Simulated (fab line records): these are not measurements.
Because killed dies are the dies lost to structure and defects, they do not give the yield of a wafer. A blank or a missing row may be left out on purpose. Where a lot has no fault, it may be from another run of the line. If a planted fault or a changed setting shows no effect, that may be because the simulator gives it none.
Check of tool commonality || flow nand harc || Sampled: 12 lots, 36 wafers

== WHAT PROMPTED THE OPENING ==
At NHARC_A_M1_OVL_MEAS_10 the reading overlay x nm is flagged on 2 of 12 lots. Wafers without a fault read -0.3 nm, standard deviation 0.76.
Rule: a lot gets a flag if all its wafers with a number sit over 4 standard deviations from that mean, or if no wafer of it has a number. As for the other lots, they are considered sound.

{"lot": "L621", "measured": "day 23 05:23", "on": "overlay-02", "overlay x nm (nm), wafer by wafer": "-0.5 -0.7 -0.3", "flag": ""}
{"lot": "L619", "measured": "day 23 06:42", "on": "overlay-02", "overlay x nm (nm), wafer by wafer": "-0.4 0.2 0.2", "flag": ""}
{"lot": "L622", "measured": "day 23 20:49", "on": "overlay-01", "overlay x nm (nm), wafer by wafer": "0.3 -0.8 -0.2", "flag": ""}
{"lot": "L623", "measured": "day 24 05:28", "on": "overlay-01", "overlay x nm (nm), wafer by wafer": "0.4 0.2 0.0", "flag": ""}
{"lot": "L624", "measured": "day 25 05:37", "on": "overlay-02", "overlay x nm (nm), wafer by wafer": "1.0 1.5 1.5", "flag": ""}
{"lot": "L625", "measured": "day 25 11:20", "on": "overlay-01", "overlay x nm (nm), wafer by wafer": "-0.3 -0.3 -0.6", "flag": ""}
{"lot": "L632", "measured": "day 27 19:59", "on": "overlay-01", "overlay x nm (nm), wafer by wafer": "-1.1 -1.1 -1.4", "flag": ""}
{"lot": "L630", "measured": "day 27 21:30", "on": "overlay-02", "overlay x nm (nm), wafer by wafer": "-1.7 -1.6 -1.2", "flag": ""}
{"lot": "L638", "measured": "day 30 17:10", "on": "overlay-02", "overlay x nm (nm), wafer by wafer": "38.7 39.0 39.9", "flag": "FLAGGED"}
{"lot": "L639", "measured": "day 31 01:01", "on": "overlay-02", "overlay x nm (nm), wafer by wafer": "39.8 39.4 40.0", "flag": "FLAGGED"}
{"lot": "L640", "measured": "day 31 15:55", "on": "overlay-01", "overlay x nm (nm), wafer by wafer": "0.5 -0.3 0.8", "flag": ""}
{"lot": "L642", "measured": "day 32 10:58", "on": "overlay-02", "overlay x nm (nm), wafer by wafer": "-0.7 -0.4 -0.6", "flag": ""}
The numbers of the flagged lots are 39.5 nm on average: +39.8 nm against the usual, or +52 standard deviations.

== EACH LOT AND THE TOOL IT RAN ON ==
3 process steps preceding the reading are held in the record, out of 1302 steps in the route. Every cell lists first the tool, next ch and the chambers used by the sampled wafers, and last the start.
{"lot": "L621", "flag": "", "NHARC_A_M0_DEGAS_28": "pvd sputter-02, day 23 02:28", "NHARC_A_M0_DEP_32": "pecvd-04 ch 1,2, day 23 04:11", "NHARC_A_M1_EXPOSE_06": "arfi scanner-03 ch 0, day 23 05:09"}
{"lot": "L619", "flag": "", "NHARC_A_M0_DEGAS_28": "pvd sputter-02, day 23 03:41", "NHARC_A_M0_DEP_32": "pecvd-02 ch 0,1,2, day 23 05:25", "NHARC_A_M1_EXPOSE_06": "arfi scanner-02 ch 0, day 23 06:28"}
{"lot": "L622", "flag": "", "NHARC_A_M0_DEGAS_28": "pvd sputter-03, day 23 17:46", "NHARC_A_M0_DEP_32": "pecvd-04 ch 0,1,2, day 23 19:29", "NHARC_A_M1_EXPOSE_06": "arfi scanner-02 ch 0, day 23 20:36"}
{"lot": "L623", "flag": "", "NHARC_A_M0_DEGAS_28": "pvd sputter-02, day 24 02:34", "NHARC_A_M0_DEP_32": "pecvd-02 ch 1,2, day 24 04:17", "NHARC_A_M1_EXPOSE_06": "arfi scanner-02 ch 0, day 24 05:14"}
{"lot": "L624", "flag": "", "NHARC_A_M0_DEGAS_28": "pvd sputter-01, day 25 02:42", "NHARC_A_M0_DEP_32": "pecvd-04 ch 0,1,2, day 25 04:26", "NHARC_A_M1_EXPOSE_06": "arfi scanner-02 ch 0, day 25 05:23"}
{"lot": "L625", "flag": "", "NHARC_A_M0_DEGAS_28": "pvd sputter-02, day 25 08:26", "NHARC_A_M0_DEP_32": "pecvd-02 ch 1,2, day 25 10:09", "NHARC_A_M1_EXPOSE_06": "arfi scanner-02 ch 0, day 25 11:07"}
{"lot": "L632", "flag": "", "NHARC_A_M0_DEGAS_28": "pvd sputter-03, day 27 16:55", "NHARC_A_M0_DEP_32": "pecvd-02 ch 0,1, day 27 18:52", "NHARC_A_M1_EXPOSE_06": "arfi scanner-03 ch 0, day 27 19:46"}
{"lot": "L630", "flag": "", "NHARC_A_M0_DEGAS_28": "pvd sputter-01, day 27 18:25", "NHARC_A_M0_DEP_32": "pecvd-01 ch 0,1,2, day 27 20:09", "NHARC_A_M1_EXPOSE_06": "arfi scanner-01 ch 0, day 27 21:16"}
{"lot": "L638", "flag": "FLAGGED", "NHARC_A_M0_DEGAS_28": "pvd sputter-01, day 30 14:17", "NHARC_A_M0_DEP_32": "pecvd-02 ch 0,1,2, day 30 15:59", "NHARC_A_M1_EXPOSE_06": "arfi scanner-02 ch 0, day 30 16:57"}
{"lot": "L639", "flag": "FLAGGED", "NHARC_A_M0_DEGAS_28": "pvd sputter-02, day 30 22:06", "NHARC_A_M0_DEP_32": "pecvd-01 ch 0,2, day 30 23:51", "NHARC_A_M1_EXPOSE_06": "arfi scanner-02 ch 0, day 31 00:47"}
{"lot": "L640", "flag": "", "NHARC_A_M0_DEGAS_28": "pvd sputter-03, day 31 12:55", "NHARC_A_M0_DEP_32": "pecvd-02 ch 1,2, day 31 14:42", "NHARC_A_M1_EXPOSE_06": "arfi scanner-03 ch 0, day 31 15:42"}
{"lot": "L642", "flag": "", "NHARC_A_M0_DEGAS_28": "pvd sputter-03, day 32 07:34", "NHARC_A_M0_DEP_32": "pecvd-02 ch 0,1,2, day 32 09:46", "NHARC_A_M1_EXPOSE_06": "arfi scanner-03 ch 0, day 32 10:45"}
These steps, and what they do:
- NHARC_A_M0_DEGAS_28: time 60 s.
- NHARC_A_M0_DEP_32: deposits SiCN, target thk 30 nm.
- NHARC_A_M1_EXPOSE_06: exposes mask A M1, target cd 120 nm.
- NHARC_A_M1_OVL_MEAS_10: pitch 240 nm.

== FLAGGED OVER TOTAL, TOOL BY TOOL (the gauges that took the reading come last) ==
{"step": "NHARC_A_M0_DEGAS_28", "tool": "pvd sputter-01", "lots run": 3, "flagged": 1, "share of the flagged lots": "some", "sound lots run after its first flagged lot": 0}
{"step": "NHARC_A_M0_DEGAS_28", "tool": "pvd sputter-02", "lots run": 5, "flagged": 1, "share of the flagged lots": "some", "sound lots run after its first flagged lot": 0}
{"step": "NHARC_A_M0_DEGAS_28", "tool": "pvd sputter-03", "lots run": 4, "flagged": 0, "share of the flagged lots": "none", "sound lots run after its first flagged lot": "-"}
{"step": "NHARC_A_M0_DEP_32", "tool": "pecvd-01", "lots run": 2, "flagged": 1, "share of the flagged lots": "some", "sound lots run after its first flagged lot": 0}
{"step": "NHARC_A_M0_DEP_32", "tool": "pecvd-02", "lots run": 7, "flagged": 1, "share of the flagged lots": "some", "sound lots run after its first flagged lot": "2 (L640,L642)"}
{"step": "NHARC_A_M0_DEP_32", "tool": "pecvd-04", "lots run": 3, "flagged": 0, "share of the flagged lots": "none", "sound lots run after its first flagged lot": "-"}
{"step": "NHARC_A_M1_EXPOSE_06", "tool": "arfi scanner-01", "lots run": 1, "flagged": 0, "share of the flagged lots": "none", "sound lots run after its first flagged lot": "-"}
{"step": "NHARC_A_M1_EXPOSE_06", "tool": "arfi scanner-02", "lots run": 7, "flagged": 2, "share of the flagged lots": "all", "sound lots run after its first flagged lot": 0}
{"step": "NHARC_A_M1_EXPOSE_06", "tool": "arfi scanner-03", "lots run": 4, "flagged": 0, "share of the flagged lots": "none", "sound lots run after its first flagged lot": "-"}
{"step": "NHARC_A_M1_OVL_MEAS_10", "tool": "overlay-01", "lots run": 5, "flagged": 0, "share of the flagged lots": "none", "sound lots run after its first flagged lot": "-"}
{"step": "NHARC_A_M1_OVL_MEAS_10", "tool": "overlay-02", "lots run": 7, "flagged": 2, "share of the flagged lots": "all", "sound lots run after its first flagged lot": "1 (L642)"}

== THE TABLE: WHAT IT ALLOWS ==
Every flagged lot went through 2 rows of the table: arfi scanner-02 at NHARC_A_M1_EXPOSE_06 and overlay-02 at NHARC_A_M1_OVL_MEAS_10.
- arfi scanner-02 at NHARC_A_M1_EXPOSE_06: 2 of its 7 lots flagged. A fault beginning between L625 (day 25 11:07), its last sound lot, and L638 (day 30 16:57), its first flagged one, fits the data.
- overlay-02 at NHARC_A_M1_OVL_MEAS_10: 2 of its 7 lots flagged. Lots that were sound ran on it after the first flagged one (L642); a persistent fault on the entire tool would not allow that.
Just one tool remains: arfi scanner-02 at NHARC_A_M1_EXPOSE_06.

== WHAT THE SIMULATOR PUT IN ==
Scanner matching overlay: arfi scanner-02, from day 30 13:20 on, at NHARC_A_M1_EXPOSE_06. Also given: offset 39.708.
Lots struck among those shown: L638, L639. The rule above found the same.
